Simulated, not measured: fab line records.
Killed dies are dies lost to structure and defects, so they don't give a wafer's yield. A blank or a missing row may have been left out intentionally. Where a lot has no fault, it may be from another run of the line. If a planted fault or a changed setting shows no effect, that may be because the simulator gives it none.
Matching of chambers :: flow nandHarc :: 4 sister chambers for NHARC_P_M2_CMP_23 on cmp-03
The step polishes, t overpolish 20 s, target thk 144.3 nm. 16 wafers are shown with their chamber, then 8 later ones without.

## WAFERS, EACH WITH ITS CHAMBER
wafer: L075.1
chamber: 1
motorCurrentA (A): 10.1
timeToEndpointS (s): 30
slurryFlowMlMin: 150.2

wafer: L075.4
chamber: 2
motorCurrentA (A): 12.2
timeToEndpointS (s): 29
slurryFlowMlMin: 150.3

wafer: L075.5
chamber: 2
motorCurrentA (A): 11.8
timeToEndpointS (s): 32
slurryFlowMlMin: 150.0

wafer: L080.1
chamber: 0
motorCurrentA (A): 11.8
timeToEndpointS (s): 33
slurryFlowMlMin: 149.9

wafer: L080.2
chamber: 3
motorCurrentA (A): 10.8
timeToEndpointS (s): 29
slurryFlowMlMin: 149.4

wafer: L080.6
chamber: 0
motorCurrentA (A): 12.0
timeToEndpointS (s): 30
slurryFlowMlMin: 150.6

wafer: L083.3
chamber: 3
motorCurrentA (A): 11.1
timeToEndpointS (s): 27
slurryFlowMlMin: 150.5

wafer: L083.4
chamber: 2
motorCurrentA (A): 11.5
timeToEndpointS (s): 28
slurryFlowMlMin: 150.4

wafer: L083.6
chamber: 2
motorCurrentA (A): 11.1
timeToEndpointS (s): 28
slurryFlowMlMin: 150.8

wafer: L087.1
chamber: 1
motorCurrentA (A): 10.8
timeToEndpointS (s): 25
slurryFlowMlMin: 149.3

wafer: L087.2
chamber: 2
motorCurrentA (A): 12.0
timeToEndpointS (s): 25
slurryFlowMlMin: 149.6

wafer: L087.3
chamber: 3
motorCurrentA (A): 11.4
timeToEndpointS (s): 25
slurryFlowMlMin: 150.3

wafer: L090.2
chamber: 1
motorCurrentA (A): 9.9
timeToEndpointS (s): 25
slurryFlowMlMin: 150.1

wafer: L090.4
chamber: 0
motorCurrentA (A): 12.1
timeToEndpointS (s): 29
slurryFlowMlMin: 150.1

wafer: L090.5
chamber: 3
motorCurrentA (A): 11.8
timeToEndpointS (s): 27
slurryFlowMlMin: 150.0

wafer: L091.2
chamber: 0
motorCurrentA (A): 12.0
timeToEndpointS (s): 31
slurryFlowMlMin: 150.4

SIGNATURES (averages over the wafers above)
reading: motorCurrentA
chamber 0: 11.975
chamber 1: 10.267
chamber 2: 11.720
chamber 3: 11.275
scatter within a chamber: 0.386

reading: timeToEndpointS
chamber 0: 30.75
chamber 1: 26.67
chamber 2: 28.40
chamber 3: 27.00
scatter within a chamber: 2.21

reading: slurryFlowMlMin
chamber 0: 150.250
chamber 1: 149.867
chamber 2: 150.220
chamber 3: 150.050
scatter within a chamber: 0.435
Rule: for a wafer and a chamber, the distance is found by dividing, reading by reading, the gap between the wafer's reading and the chamber's mean by the reading's scatter, squaring, summing and taking the root. If the next closest chamber is less than 2 further off than the closest, the wafer can't be placed; otherwise it belongs to the closest. The scatter: the root of (the sum of the squares of (reading less its chamber's mean) over the shown wafers, divided by (wafers less chambers)).

## WAFERS WITHOUT THEIR CHAMBER
wafer: L091.3
motorCurrentA (A): 12.0
timeToEndpointS (s): 29
slurryFlowMlMin: 150.2

wafer: L091.4
motorCurrentA (A): 11.9
timeToEndpointS (s): 29
slurryFlowMlMin: 149.6

wafer: L095.1
motorCurrentA (A): 11.4
timeToEndpointS (s): 31
slurryFlowMlMin: 150.4

wafer: L095.2
motorCurrentA (A): 11.1
timeToEndpointS (s): 29
slurryFlowMlMin: 149.6

wafer: L095.6
motorCurrentA (A): 11.9
timeToEndpointS (s): 31
slurryFlowMlMin: 150.9

wafer: L096.1
motorCurrentA (A): 11.6
timeToEndpointS (s): 28
slurryFlowMlMin: 150.3

wafer: L096.4
motorCurrentA (A): 10.6
timeToEndpointS (s): 26
slurryFlowMlMin: 149.9

wafer: L096.6
motorCurrentA (A): 11.9
timeToEndpointS (s): 28
slurryFlowMlMin: 150.1

## EACH ONE'S CHAMBER
wafer: L091.3
from the rows above: can't be placed: 2 or 0 or 3
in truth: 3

wafer: L091.4
from the rows above: can't be placed: 2 or 0 or 3
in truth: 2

wafer: L095.1
from the rows above: can't be placed: 2 or 0 or 3
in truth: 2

wafer: L095.2
from the rows above: can't be placed: 3 or 2 or 1 or 0
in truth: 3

wafer: L095.6
from the rows above: can't be placed: 0 or 2 or 3
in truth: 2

wafer: L096.1
from the rows above: can't be placed: 2 or 3 or 0
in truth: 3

wafer: L096.4
from the rows above: can't be placed: 1 or 3
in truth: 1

wafer: L096.6
from the rows above: can't be placed: 2 or 0 or 3
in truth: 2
0 of 8 placed correctly. From these rows, 8 cannot be placed; in 8 the true chamber is one of the candidates. Number placed wrongly: 0.
